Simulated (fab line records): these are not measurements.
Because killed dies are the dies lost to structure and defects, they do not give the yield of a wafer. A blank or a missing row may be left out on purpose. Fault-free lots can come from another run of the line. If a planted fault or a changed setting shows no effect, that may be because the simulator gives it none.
fab line records | flow n5_finfet
record: lots: 7 wafers: 21
route steps=1938 shown BEOL_M3@980 BEOL_M4@1070 BEOL_M5@1116 BEOL_M6@1220 BEOL_M7@1267
start_h: start of the lot's first displayed wafer, in hours after the record's first day | wait_h: how many hours have passed since the lot's step before this one | " as in the row above | L1.1+2: a single row standing in for several wafers | - value missing, or start not given | * or withheld: withheld | < > ~ a bound
route shown NAME@n: NAME is a module with steps in the file, n the number in the route of the first one | usual: mean and standard deviation over wafers with no fault | same: alike in all rows | chamber/n: place in a boat | sites: the reading at each site | _std_site: how widely they spread, as a standard deviation | _edge_site: the outer-site mean with the inner-site mean subtracted | radius_mm: how far each site lies from the wafer's centre | mask NAME#n: copy n | behind: the most recent tool/chamber to have shaped the wafer | hold: why the lot went on hold/how many hours it stayed there/how the hold came to an end | device: the transistor (n, p or np) that didn't switch | end of line: tests of these same wafers at the route's end | for a step that has no rows: nothing shown but its recipe | killed: not the wafer's yield, but the dies lost to structure and defects at the first sort | map: per-die view of a wafer (x killed, . not killed, _ where there is no die)
set.NAME: the setting the step ran with; set.NAME@STEP: the setting that earlier step ran with | model.NAME: the simulator's own value behind a step, which no gauge read
one table per step and one row per wafer, for lots whose settings were changed on purpose
== steps ==
step: N5_BEOL_M3_TRENCH_ETCH_37
recipe: chemistry: C4F6/O2 target_depth_a: 555.55 target: SiOC time_s: 29.2 ion_energy_ev: 250 pressure_mtorr: 30 source_w: 355 bias_w: 185 Ar_flow_sccm: 300 C4F6_flow_sccm: 10 O2_flow_sccm: 10
columns lot.wafer tool chamber start_h wait_h set.time_s model.BEOL_M3.feature_depth_nm model.etch.depth_nm
L075.1 rie_diel-02 3 - - 27.11 51.4 51.36
L075.3 " 1 " " 29.2 53.6 53.62
L075.4 " 3 " " 29.2 55.4 55.34
L084.3 rie_diel-03 3 - - 29.2 56.2 56.14
L084.4 " 2 " " 29.2 55.2 55.17
L084.6 " 3 " " 29.2 55.4 55.46
L083.1 rie_diel-04 2 - - 29.2 54 53.92
L083.2 " 0 " " 29.2 54.4 54.33
L083.6 " 2 " " 29.2 54.2 54.13
L089.1 rie_diel-02 3 - - 29.2 55.6 55.65
L089.2 " 0 " " 29.2 52.8 52.86
L089.4 " 1 " " 29.2 54.2 54.29
L091.4 rie_diel-02 2 - - 29.2 56.8 56.79
L091.5 " 1 " " 29.2 54 53.94
L091.6 " 2 " " 26.68 52.2 52.26
L095.3 rie_diel-02 2 - - 30.91 59.4 59.36
L095.4 " 2 " " 29.2 56.6 56.57
L095.5 " 1 " " 30.91 57.4 57.36
L097.2 rie_diel-02 3 - - 23.47 45.2 45.13
L097.4 " 0 " " 29.2 54.8 54.8
L097.5 " 1 " " 23.47 43 43
step: N5_BEOL_M3_ETCH_41
recipe: chemistry: CH3F/O2 target: SiCN target_depth_a: 299 taper_deg: 2 time_s: 52.5 ion_energy_ev: 120 mask_material: TiN pressure_mtorr: 30 source_w: 395 bias_w: 75 Ar_flow_sccm: 150 CH3F_flow_sccm: 30 O2_flow_sccm: 20
step: N5_BEOL_M3_STRIP_97
recipe: chemistry: N2/H2 time_s: 10 power_w: 450 temp_c: 40 pressure_mtorr: 20 rf_frequency_hz: 6e+07 bias_power_w: 7 n2_flow_sccm: 200 h2_flow_sccm: 200
step: N5_BEOL_M3_OCD_MEAS_38
usual: trench_depth_nm: 55.0/1.3
columns lot.wafer tool chamber start_h wait_h set.time_s@BEOL_M3_TRENCH_ETCH_37 trench_depth_nm
L075.1 ocd-02 - 172.61 - 27.11 51.2
L075.3 " - " " 29.2 53.8
L075.4 " - " " 29.2 55.4
L084.3 ocd-02 - 215.26 - 29.2 56.2
L084.4 " - " " 29.2 55.1
L084.6 " - " " 29.2 55.6
L083.1 ocd-02 - 215.29 - 29.2 54.0
L083.2 " - " " 29.2 54.1
L083.6 " - " " 29.2 54.1
L089.1 ocd-02 - 248.58 - 29.2 55.7
L089.2 " - " " 29.2 52.7
L089.4 " - " " 29.2 54.5
L091.4 ocd-01 - 250.36 - 29.2 56.8
L091.5 " - " " 29.2 54.1
L091.6 " - " " 26.68 52.2
L095.3 ocd-01 - 277.30 - 30.91 59.4
L095.4 " - " " 29.2 56.2
L095.5 " - " " 30.91 57.4
L097.2 ocd-01 - 310.74 - 23.47 45.6
L097.4 " - " " 29.2 55.0
L097.5 " - " " 23.47 43.0
step: N5_BEOL_M4_TRENCH_ETCH_37
recipe: chemistry: C4F6/O2 target_depth_a: 555.55 target: SiOC time_s: 29.2 ion_energy_ev: 250 pressure_mtorr: 30 source_w: 355 bias_w: 185 Ar_flow_sccm: 300 C4F6_flow_sccm: 10 O2_flow_sccm: 10
usual: rf_vpp_V: 661/10
columns lot.wafer tool chamber start_h wait_h set.bias_w rf_vpp_V
L075.1 rie_diel-06 0 - - 217.6 732
L075.3 " 2 " " 185 674
L075.4 " 2 " " 185 674
L083.1 rie_diel-01 2 - - 185 668
L083.2 " 0 " " 185 663
L083.6 " 2 " " 185 667
L084.3 rie_diel-05 3 - - 185 646
L084.4 " 2 " " 185 665
L084.6 " 2 " " 185 664
L089.1 rie_diel-05 1 - - 158 583
L089.2 " 0 " " 185 674
L089.4 " 1 " " 158 583
L091.4 rie_diel-06 0 - - 185 644
L091.5 " 0 " " 185 643
L091.6 " 3 " " 185 649
L095.3 rie_diel-05 2 - - 185 665
L095.4 " 1 " " 175.2 632
L095.5 " 0 " " 175.2 647
L097.2 rie_diel-06 3 - - 157.6 572
L097.4 " 1 " " 157.6 582
L097.5 " 1 " " 185 661
step: N5_BEOL_M5_HM_DEP_02
recipe: material: TiN target_thk_a: 200 temp_c: 25 chamber_pressure_pa: 0.49996
columns lot.wafer tool chamber start_h wait_h set.target_thk_a model.TiN_of_BEOL_M5_HM_DEP_02.thk_nm
L075.1+3 pvd_sputter-03 - 194.23 0.8 200 20.4
L075.4 " - " " 190.9 19.2
L083.1+6 pvd_sputter-02 - 232.24 1.2 209.5 20.8
L083.2 " - " " 200 20.2
L084.3 pvd_sputter-03 - 232.48 1.0 200 20.2
L084.4 " - " " 200 20.4
L084.6 " - " " 200 20.6
L089.1+2+4 pvd_sputter-01 - 265.55 0.7 200 20.2
L091.4+5 pvd_sputter-02 - 283.12 1.3 200 20.2
L091.6 " - " " 224 22.6
L095.3+5 pvd_sputter-02 - 299.31 0.6 212.3 21.2
L095.4 " - " " 200 19.8
L097.2 pvd_sputter-02 - 334.04 0.4 182 18.4
L097.4+5 " - " " 200 20.2
step: N5_BEOL_M5_EXPOSE_08
recipe: mask_id: M5 na: 0.33 source_shape: annular sigma_inner: 0.4 sigma_outer: 0.8 polarization: unpolarized target_cd_nm: 28 dose_mj: 35.75
columns lot.wafer tool chamber start_h wait_h mask set.dose_mj
L075.1+3 euv_scanner-02 0 194.50 - M5#0 33.09
L075.4 " 0 " " M5#0 35.75
L083.1 euv_scanner-02 0 232.50 - M5#0 35.75
L083.2+6 " 0 " " M5#0 37.62
L084.3+4+6 euv_scanner-01 0 232.88 - M5#0 35.75
L089.1+4 euv_scanner-02 0 265.94 - M5#0 36.73
L089.2 " 0 " " M5#0 35.75
L091.4+5+6 euv_scanner-02 0 283.40 - M5#0 35.75
L095.3 euv_scanner-02 0 299.71 - M5#0 36.8
L095.4+5 " 0 " " M5#0 35.75
L097.2+5 euv_scanner-01 0 334.31 - M5#0 35.75
L097.4 " 0 " " M5#0 36.49
step: N5_BEOL_M5_PEB_09
recipe: peb_temp_c: 100 peb_time_s: 60 resist: CAR-EUV
step: N5_BEOL_M5_DEVELOP_10
recipe: develop_time_s: 30 developer: TMAH resist: CAR-EUV rinse_liquid: surfactant_rinse dry: air_spin dev_temp_c: 23
step: N5_BEOL_M5_CD_MEAS_11
recipe: target_cd_nm: 27.74 landing_energy_ev: 500 detector: se_inlens
usual: cd_nm: 28.04/0.24
columns lot.wafer tool chamber start_h wait_h set.dose_mj@BEOL_M5_EXPOSE_08 cd_nm
L075.1 cd_sem-01 0 194.62 - 33.09 25.97
L075.3 " 0 " " 33.09 26.08
L075.4 " 0 " " 35.75 28.23
L083.1 cd_sem-02 0 232.63 - 35.75 27.87
L083.2 " 0 " " 37.62 29.13
L083.6 " 0 " " 37.62 29.52
L084.3 cd_sem-01 0 233.00 - 35.75 28.33
L084.4 " 0 " " 35.75 28.19
L084.6 " 0 " " 35.75 28.04
L089.1 cd_sem-03 0 266.07 - 36.73 28.93
L089.2 " 0 " " 35.75 27.86
L089.4 " 0 " " 36.73 28.78
L091.4 cd_sem-01 0 283.51 - 35.75 28.10
L091.5 " 0 " " 35.75 28.48
L091.6 " 0 " " 35.75 28.27
L095.3 cd_sem-01 0 299.83 - 36.8 28.78
L095.4 " 0 " " 35.75 28.36
L095.5 " 0 " " 35.75 28.06
L097.2 cd_sem-03 0 334.44 - 35.75 27.68
L097.4 " 0 " " 36.49 28.15
L097.5 " 0 " " 35.75 27.98
step: N5_BEOL_M5_DESCUM_16
recipe: chemistry: O2 time_s: 7 source_power_w: 50 bias_power_w: 20 pressure_mtorr: 20 rf_frequency_hz: 2.712e+07 temp_c: 40 resist: CAR-EUV o2_flow_sccm: 225
columns lot.wafer tool chamber start_h wait_h set.dose_mj@BEOL_M5_EXPOSE_08 model.BEOL_M5.cd_nm
L075.1+3 rie_diel-02 1,0 194.75 0.0 33.09 26
L075.4 " 3 " " 35.75 27.8
L083.1 rie_diel-04 3 232.75 0.0 35.75 28
L083.2+6 " 1,0 " " 37.62 29.2
L084.3+4+6 rie_diel-02 3,2,1 233.14 0.1 35.75 28
L089.1 rie_diel-04 3 266.19 0.0 36.73 28.6
L089.2 " 2 " " 35.75 28
L089.4 " 0 " " 36.73 28.8
L091.4 rie_diel-02 3 283.65 0.0 35.75 28
L091.5 " 1 " " 35.75 28.2
L091.6 " 2 " " 35.75 28.4
L095.3 rie_diel-03 0 299.99 0.1 36.8 28.6
L095.4 " 1 " " 35.75 28.2
L095.5 " 1 " " 35.75 28
L097.2 rie_diel-03 1 334.56 0.0 35.75 28
L097.4 " 3 " " 36.49 28.6
L097.5 " 2 " " 35.75 27.8
step: N5_BEOL_M5_ETCH_72
recipe: chemistry: N2/H2 target: underlayer target_depth_a: 65 mask_material: CAR-EUV time_s: 5.2 ion_energy_ev: 200 pressure_mtorr: 30 source_w: 840 bias_w: 150 n2_flow_sccm: 200 h2_flow_sccm: 200 ends: cleared
columns lot.wafer tool chamber start_h wait_h set.dose_mj@BEOL_M5_EXPOSE_08 model.BEOL_M5.cd_nm
L075.1 rie_diel-02 1 194.78 0.0 33.09 25.8
L075.3 " 0 " " 33.09 26
L075.4 " 3 " " 35.75 27.6
L083.1 rie_diel-04 3 232.78 0.0 35.75 28
L083.2+6 " 1,0 " " 37.62 29.2
L084.3+4+6 rie_diel-02 3,2,1 233.17 0.0 35.75 28
L089.1 rie_diel-04 3 266.23 0.0 36.73 28.6
L089.2 " 2 " " 35.75 28
L089.4 " 0 " " 36.73 28.8
L091.4 rie_diel-02 3 283.67 0.0 35.75 28
L091.5 " 1 " " 35.75 28.2
L091.6 " 2 " " 35.75 28.4
L095.3 rie_diel-03 0 300.03 0.0 36.8 28.6
L095.4 " 1 " " 35.75 28.2
L095.5 " 1 " " 35.75 28
L097.2 rie_diel-03 1 334.60 0.0 35.75 28
L097.4 " 3 " " 36.49 28.8
L097.5 " 2 " " 35.75 27.8
step: N5_BEOL_M5_ETCH_61
recipe: chemistry: CF4 target: SiARC target_depth_a: 156 mask_material: CAR-EUV time_s: 26 ion_energy_ev: 80 pressure_mtorr: 40 source_w: 545 bias_w: 36 Ar_flow_sccm: 100 cf4_flow_sccm: 100 ends: cleared
step: N5_BEOL_M5_ETCH_62
recipe: chemistry: N2/H2 target: SOC target_depth_a: 750 overetch_a: 150 mask_material: SiARC temp_c: 40 time_s: 112.5 ion_energy_ev: 200 pressure_mtorr: 30 source_w: 840 bias_w: 150 n2_flow_sccm: 200 h2_flow_sccm: 200
columns lot.wafer tool chamber start_h wait_h set.dose_mj@BEOL_M5_EXPOSE_08 model.BEOL_M5.cd_nm
L075.1 rie_diel-02 1 194.83 0.0 33.09 25.8
L075.3 " 0 " " 33.09 26
L075.4 " 3 " " 35.75 27.6
L083.1 rie_diel-04 3 232.83 0.0 35.75 28
L083.2 " 1 " " 37.62 29.2
L083.6 " 0 " " 37.62 29
L084.3 rie_diel-02 3 233.22 0.0 35.75 28.4
L084.4 " 2 " " 35.75 27.8
L084.6 " 1 " " 35.75 28.2
L089.1 rie_diel-04 3 266.27 0.0 36.73 29
L089.2 " 2 " " 35.75 27.8
L089.4 " 0 " " 36.73 28.8
L091.4 rie_diel-02 3 283.76 0.1 35.75 28.2
L091.5+6 " 1,2 " " 35.75 28.4
L095.3 rie_diel-03 0 300.07 0.0 36.8 29
L095.4 " 1 " " 35.75 28.2
L095.5 " 1 " " 35.75 27.8
L097.2 rie_diel-03 1 334.64 0.0 35.75 28
L097.4 " 3 " " 36.49 28.6
L097.5 " 2 " " 35.75 27.6
step: N5_BEOL_M5_STRIP_63
recipe: chemistry: N2/H2 temp_c: 40 n2_flow_sccm: 200 h2_flow_sccm: 200 rf_frequency_hz: 6e+07
step: N5_BEOL_M5_STRIP_73
recipe: chemistry: N2/H2 temp_c: 40 n2_flow_sccm: 200 h2_flow_sccm: 200 rf_frequency_hz: 6e+07
step: N5_BEOL_M5_STRIP_64
recipe: chemistry: CF4 resist: SiARC power_w: 300 bias_power_w: 75 pressure_mtorr: 50 cf4_flow_sccm: 150 rf_frequency_hz: 6e+07
step: N5_BEOL_M5_HM_OPEN_17
recipe: chemistry: Cl2/BCl3 target_depth_a: 200 overetch_a: 60 target: TiN mask_material: SOC ion_energy_ev: 150 pressure_mtorr: 10 icp_w: 1000 bias_w: 126 Cl2_flow_sccm: 53.25 bcl3_flow_sccm: 21.75 Ar_flow_sccm: 25
columns lot.wafer tool chamber start_h wait_h set.target_thk_a@BEOL_M5_HM_DEP_02 model.etch.depth_nm
L075.1 rie_metal-03 1 194.99 0.0 200 20.32
L075.3 " 1 " " 200 20.47
L075.4 " 0 " " 190.9 19.27
L083.1 rie_metal-03 1 233.00 0.0 209.5 20.86
L083.2 " 0 " " 200 20.19
L083.6 " 0 " " 209.5 20.72
L084.3 rie_metal-03 1 233.41 0.1 200 20.3
L084.4 " 0 " " 200 20.31
L084.6 " 1 " " 200 20.61
L089.1 rie_metal-02 1 266.44 0.0 200 20.14
L089.2 " 0 " " 200 20.16
L089.4 " 1 " " 200 20.18
L091.4 rie_metal-02 0 283.91 0.1 200 20.2
L091.5 " 0 " " 200 20.27
L091.6 " 1 " " 224 22.59
L095.3 rie_metal-02 0 300.28 0.1 212.3 21.29
L095.4 " 1 " " 200 19.83
L095.5 " 0 " " 212.3 21.24
L097.2 rie_metal-03 0 334.81 0.0 182 18.41
L097.4 " 0 " " 200 20.18
L097.5 " 0 " " 200 20.24
step: N5_BEOL_M5_STRIP_19
recipe: chemistry: O2 power_w: 400 temp_c: 40 pressure_mtorr: 30 rf_frequency_hz: 6e+07 bias_power_w: 0 overash_fraction: 0.2 o2_flow_sccm: 225
step: N5_BEOL_M5_CD_MEAS_18
recipe: pitch_nm: 56 target_cd_nm: 28
usual: cd_nm: 27.9/0.35
columns lot.wafer tool chamber start_h wait_h set.dose_mj@BEOL_M5_EXPOSE_08 cd_nm
L075.1 cd_sem-01 - 195.22 0.0 33.09 26.1
L075.3 " - " " 33.09 25.6
L075.4 " - " " 35.75 27.5
L083.1 cd_sem-03 - 233.18 0.0 35.75 27.8
L083.2 " - " " 37.62 29.3
L083.6 " - " " 37.62 29.2
L084.3 cd_sem-02 - 233.57 0.1 35.75 28.6
L084.4 " - " " 35.75 28.1
L084.6 " - " " 35.75 28.2
L089.1 cd_sem-02 - 266.62 0.0 36.73 29.3
L089.2 " - " " 35.75 27.7
L089.4 " - " " 36.73 28.8
L091.4 cd_sem-01 - 284.16 0.1 35.75 28.4
L091.5 " - " " 35.75 28.5
L091.6 " - " " 35.75 28.2
L095.3 cd_sem-02 - 300.55 0.1 36.8 29.0
L095.4 " - " " 35.75 27.9
L095.5 " - " " 35.75 27.5
L097.2 cd_sem-03 - 334.99 0.1 35.75 28.1
L097.4 " - " " 36.49 28.7
L097.5 " - " " 35.75 27.7
step: N5_BEOL_M5_COAT_65
recipe: resist: SOC temp_c: 250 time_s: 60 spin_rpm: 1500 resist_thk_nm: 60
step: N5_BEOL_M5_COAT_66
recipe: resist: SiARC temp_c: 220 time_s: 60 spin_rpm: 1500 resist_thk_nm: 12
step: N5_BEOL_M5_DESCUM_33
recipe: chemistry: O2 time_s: 7 source_power_w: 50 bias_power_w: 20 pressure_mtorr: 20 rf_frequency_hz: 2.712e+07 temp_c: 40 resist: CAR-EUV o2_flow_sccm: 225
step: N5_BEOL_M5_ETCH_75
recipe: chemistry: N2/H2 target: underlayer target_depth_a: 65 mask_material: CAR-EUV time_s: 5.2 ion_energy_ev: 200 pressure_mtorr: 30 source_w: 840 bias_w: 150 n2_flow_sccm: 200 h2_flow_sccm: 200 ends: cleared
columns lot.wafer tool chamber start_h wait_h set.dose_mj@BEOL_M5_EXPOSE_08 model.BEOL_M5.cd_nm
L075.1 rie_diel-02 2 197.31 0.0 33.09 25.8
L075.3 " 0 " " 33.09 26
L075.4 " 1 " " 35.75 27.8
L083.1 rie_diel-02 0 234.67 0.0 35.75 27.8
L083.2+6 " 2 " " 37.62 29
L084.3 rie_diel-04 1 235.07 0.0 35.75 28.4
L084.4 " 3 " " 35.75 27.6
L084.6 " 1 " " 35.75 28
L089.1 rie_diel-04 0 269.15 0.0 36.73 28.6
L089.2 " 1 " " 35.75 27.6
L089.4 " 2 " " 36.73 28.8
L091.4 rie_diel-02 3 286.24 0.0 35.75 28
L091.5 " 1 " " 35.75 28.4
L091.6 " 2 " " 35.75 28.2
L095.3 rie_diel-03 2 303.02 0.0 36.8 28.6
L095.4 " 1 " " 35.75 28
L095.5 " 0 " " 35.75 27.6
L097.2 rie_diel-03 3 336.50 0.0 35.75 27.8
L097.4 " 2 " " 36.49 28.6
L097.5 " 1 " " 35.75 27.4
step: N5_BEOL_M5_ETCH_67
recipe: chemistry: CF4 target: SiARC target_depth_a: 156 mask_material: CAR-EUV time_s: 26 ion_energy_ev: 80 pressure_mtorr: 40 source_w: 545 bias_w: 36 Ar_flow_sccm: 100 cf4_flow_sccm: 100 ends: cleared
columns lot.wafer tool chamber start_h wait_h set.dose_mj@BEOL_M5_EXPOSE_08 model.BEOL_M5.cd_nm
L075.1 rie_diel-02 2 197.32 0.0 33.09 25.8
L075.3 " 0 " " 33.09 26
L075.4 " 1 " " 35.75 27.6
L083.1 rie_diel-02 0 234.69 0.0 35.75 27.8
L083.2 " 2 " " 37.62 29.2
L083.6 " 2 " " 37.62 29
L084.3 rie_diel-04 1 235.08 0.0 35.75 28.2
L084.4 " 3 " " 35.75 27.6
L084.6 " 1 " " 35.75 28
L089.1+4 rie_diel-04 0,2 269.17 0.0 36.73 28.8
L089.2 " 1 " " 35.75 27.6
L091.4 rie_diel-02 3 286.27 0.0 35.75 28
L091.5 " 1 " " 35.75 28.4
L091.6 " 2 " " 35.75 28.2
L095.3 rie_diel-03 2 303.03 0.0 36.8 28.6
L095.4 " 1 " " 35.75 28
L095.5 " 0 " " 35.75 27.6
L097.2 rie_diel-03 3 336.52 0.0 35.75 27.8
L097.4 " 2 " " 36.49 28.6
L097.5 " 1 " " 35.75 27.4
step: N5_BEOL_M6_COAT_71
recipe: resist: underlayer temp_c: 205 time_s: 60 spin_rpm: 1500 resist_thk_nm: 5
columns lot.wafer tool chamber start_h wait_h set.spin_rpm
L075.1 litho_track-04 0 - - 1452
L075.3+4 " 0 " " 1500
L083.1+2 litho_track-01 0 - - 1500
L083.6 " 0 " " 1364
L084.3+4+6 litho_track-04 0 - - 1500
L089.1+2 litho_track-04 0 - - 1500
L089.4 " 0 " " 1397
L091.4+6 litho_track-01 0 - - 1500
L091.5 " 0 " " 1570
L095.3+4 litho_track-03 0 - - 1500
L095.5 " 0 " " 1607
L097.2+5 litho_track-04 0 - - 1344
L097.4 " 0 " " 1500
step: N5_BEOL_M6_COAT_22
recipe: resist: CAR-EUV spin_rpm: 1500 resist_thk_nm: 30
step: N5_BEOL_M6_EBR_24
recipe: solvent: PGMEA ebr_width_mm: 1.5
step: N5_BEOL_M6_DESCUM_33
recipe: chemistry: O2 time_s: 7 source_power_w: 50 bias_power_w: 20 pressure_mtorr: 20 rf_frequency_hz: 2.712e+07 temp_c: 40 resist: CAR-EUV o2_flow_sccm: 225
step: N5_BEOL_M6_ETCH_72
recipe: chemistry: N2/H2 target: underlayer target_depth_a: 65 mask_material: CAR-EUV time_s: 5.2 ion_energy_ev: 200 pressure_mtorr: 30 source_w: 840 bias_w: 150 n2_flow_sccm: 200 h2_flow_sccm: 200 ends: cleared
columns lot.wafer tool chamber start_h wait_h set.spin_rpm@BEOL_M6_COAT_71 model.etch.depth_nm
L075.1 rie_diel-05 3 213.12 0.0 1452 5.072
L075.3 " 0 " " 1500 4.978
L075.4 " 2 " " 1500 5
L083.1 rie_diel-05 1 246.62 0.0 1500 4.988
L083.2 " 0 " " 1500 4.98
L083.6 " 1 " " 1364 5.243
L084.3 rie_diel-06 3 246.67 0.0 1500 5.014
L084.4 " 3 " " 1500 4.987
L084.6 " 1 " " 1500 5.01
L089.1 rie_diel-06 1 288.13 0.0 1500 4.992
L089.2 " 2 " " 1500 4.998
L089.4 " 3 " " 1397 5.169
L091.4 rie_diel-06 2 298.84 0.0 1500 5.024
L091.5 " 3 " " 1570 4.898
L091.6 " 0 " " 1500 5.003
L095.3 rie_diel-06 0 314.44 0.0 1500 5.014
L095.4 " 2 " " 1500 5.012
L095.5 " 0 " " 1607 4.858
L097.2 rie_diel-06 1 351.59 0.0 1344 5.286
L097.4 " 3 " " 1500 4.988
L097.5 " 1 " " 1344 5.268
step: N5_BEOL_M7_HM_DEP_02
recipe: material: TiN target_thk_a: 200 temp_c: 25 chamber_pressure_pa: 0.49996
columns lot.wafer tool chamber start_h wait_h set.target_thk_a model.TiN_of_BEOL_M7_HM_DEP_02.thk_nm
L075.1+3+4 pvd_sputter-03 - 218.86 1.4 200 20
L083.1 pvd_sputter-03 - 250.83 0.1 200 20.2
L083.2 " - " " 200 20
L083.6 " - " " 200 19.8
L084.3 pvd_sputter-02 - 252.89 1.9 200 20.2
L084.4 " - " " 200 19.6
L084.6 " - " " 200 20
L089.1 pvd_sputter-01 - 295.71 1.8 200 20.2
L089.2 " - " " 181.2 18.4
L089.4 " - " " 181.2 18
L091.4 pvd_sputter-02 - 309.49 3.9 200 20.4
L091.5+6 " - " " 175.4 17.8
L095.3 pvd_sputter-03 - 321.57 0.3 181.7 18.4
L095.4 " - " " 200 20.4
L095.5 " - " " 181.7 18.2
L097.2+4 pvd_sputter-02 - 355.91 0.6 200 20
L097.5 " - " " 175.9 17.8
== key ==
split: step: N5_BEOL_M3_TRENCH_ETCH_37 setting: time_s stated: 29.2 by: wafer
response: step: N5_BEOL_M3_TRENCH_ETCH_37 reading: model.BEOL_M3.feature_depth_nm change: +0.496 per: 1% r: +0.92
response: step: N5_BEOL_M3_TRENCH_ETCH_37 reading: model.etch.depth_nm change: +0.496 per: 1% r: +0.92
response: step: N5_BEOL_M3_OCD_MEAS_38 reading: trench_depth_nm change: +0.507 per: 1% r: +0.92
split: step: N5_BEOL_M4_TRENCH_ETCH_37 setting: bias_w stated: 185 by: wafer
response: step: N5_BEOL_M4_TRENCH_ETCH_37 reading: rf_vpp_V change: +4.84 per: 1% r: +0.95
split: step: N5_BEOL_M5_HM_DEP_02 setting: target_thk_a stated: 200 by: wafer
response: step: N5_BEOL_M5_HM_DEP_02 reading: model.TiN_of_BEOL_M5_HM_DEP_02.thk_nm change: +0.202 per: 1% r: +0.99
response: step: N5_BEOL_M5_HM_OPEN_17 reading: model.etch.depth_nm change: +0.2 per: 1% r: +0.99
split: step: N5_BEOL_M5_EXPOSE_08 setting: dose_mj stated: 35.75 by: wafer
response: step: N5_BEOL_M5_CD_MEAS_11 reading: cd_nm change: +0.282 per: 1% r: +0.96
response: step: N5_BEOL_M5_DESCUM_16 reading: model.BEOL_M5.cd_nm change: +0.238 per: 1% r: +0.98
response: step: N5_BEOL_M5_ETCH_72 reading: model.BEOL_M5.cd_nm change: +0.234 per: 1% r: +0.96
response: step: N5_BEOL_M5_ETCH_62 reading: model.BEOL_M5.cd_nm change: +0.252 per: 1% r: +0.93
response: step: N5_BEOL_M5_CD_MEAS_18 reading: cd_nm change: +0.277 per: 1% r: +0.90
response: step: N5_BEOL_M5_ETCH_75 reading: model.BEOL_M5.cd_nm change: +0.27 per: 1% r: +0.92
response: step: N5_BEOL_M5_ETCH_67 reading: model.BEOL_M5.cd_nm change: +0.263 per: 1% r: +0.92
split: step: N5_BEOL_M6_COAT_71 setting: spin_rpm stated: 1500 by: wafer
response: step: N5_BEOL_M6_ETCH_72 reading: model.etch.depth_nm change: -0.0264 per: 1% r: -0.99
split: step: N5_BEOL_M7_HM_DEP_02 setting: target_thk_a stated: 200 by: wafer
response: step: N5_BEOL_M7_HM_DEP_02 reading: model.TiN_of_BEOL_M7_HM_DEP_02.thk_nm change: +0.206 per: 1% r: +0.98
